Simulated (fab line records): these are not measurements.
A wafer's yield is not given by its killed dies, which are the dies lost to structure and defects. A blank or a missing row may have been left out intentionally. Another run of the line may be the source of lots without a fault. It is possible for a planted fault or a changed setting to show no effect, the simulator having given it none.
Lot-split experiment ; flow n5-finfet ; 21 wafers read from 7 lots, route of 1938 steps

== ABOUT THE SPLIT ==
At N5_BEOL_M6_TRENCH_ETCH_37 (etches SiCOH lowk in C4F6/O2, target depth 94.435 nm, time 31.5 s), the setting bias-w was moved away from the recipe's 185 W on 10 of the 21 wafers read, by -15.2% to +12.1%. For the rest of the wafers, this setting stayed at what the recipe calls for.

Reading taken at the split's own step.

== THE READING ==
rf-vpp-V, in V, at N5_BEOL_M6_TRENCH_ETCH_37 (etches SiCOH lowk in C4F6/O2, target depth 94.435 nm, time 31.5 s). A value of 661 V with a standard deviation of 11 V is what fault-free wafers of this fab line usually give.

wafer;tool, chamber at the split;bias-w as run, W;against the recipe;rf-vpp-V, V;against lot-mates on the recipe
L074.1;rie-diel-05, 0;161.9;-12.5%;608;-56
L074.2;rie-diel-05, 2;185;recipe;665;-
L074.3;rie-diel-05, 1;185;recipe;663;-
L076.1;rie-diel-05, 1;156.9;-15.2%;581;no lot-mate on the recipe
L076.5;rie-diel-05, 3;156.9;-15.2%;567;no lot-mate on the recipe
L076.6;rie-diel-05, 0;156.9;-15.2%;593;no lot-mate on the recipe
L080.2;rie-diel-05, 1;199.7;+7.9%;704;+40
L080.4;rie-diel-05, 2;185;recipe;664;-
L080.5;rie-diel-05, 3;199.7;+7.9%;686;+22
L090.2;rie-diel-01, 2;185;recipe;669;-
L090.3;rie-diel-01, 3;176.1;-4.8%;624;-45
L090.4;rie-diel-01, 0;176.1;-4.8%;638;-31
L089.2;rie-diel-06, 2;185;recipe;673;-
L089.4;rie-diel-06, 3;185;recipe;649;-
L089.6;rie-diel-06, 3;185;recipe;646;-
L092.1;rie-diel-05, 2;185;recipe;664;-
L092.2;rie-diel-05, 0;185;recipe;677;-
L092.6;rie-diel-05, 0;185;recipe;675;-
L093.2;rie-diel-05, 3;207.4;+12.1%;707;+46
L093.3;rie-diel-05, 1;185;recipe;661;-
L093.6;rie-diel-05, 0;207.4;+12.1%;740;+79

THE FIT
A straight line over all 21 wafers: rf-vpp-V changes by +5.1 V for each +1% of bias-w; r = +0.96; the points scatter about the line by 11 V.
The same after taking each lot's own level away (the mean of its wafers on the recipe; 18 wafers): +5 V for each +1%; r = +0.94; scatter 11 V.
Per that fit: largest bias-w move, reading shift of 76 V.
The lots' own levels span 656.0 to 672.0 V, that is 1.5 times the standard deviation above.
Hence the lot-to-lot level has little effect on the slope; both slopes agree.
Check: -68.9 V against its lot-mates is what the line predicts for one of the wafers moved furthest among these (-12.5%) when that wafer is left out of the fit. Against them it came out at -56 V.
Tool readings at the split's step, against how far the setting was moved: rf-vpp-V r = +0.96.

== THESE WAFERS: OTHER SPLITS ==
Before the reading, these wafers also passed through other splits. Each is held against what the fit with the lots' levels taken away leaves over:
other split on the same wafers;wafers away from the commonest value;r with rf-vpp-V (lot level and that fit taken away)
N5_BEOL_M2_DESCUM_16 time-s;3;-0.36
N5_BEOL_M3_HM_DEP_02 target-thk-a;5;-0.12
N5_BEOL_M4_TRENCH_ETCH_37 bias-w;9;+0.28
N5_BEOL_M5_HM_DEP_02 target-thk-a;12;-0.03
N5_BEOL_M5_COAT_59 temp-c;7;-0.05
N5_BEOL_M5_ETCH_41 source-w;8;+0.19

== FILE'S OWN FIT ==
rf-vpp-V changes by +4.84 V for each +1% of bias-w, r = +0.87.
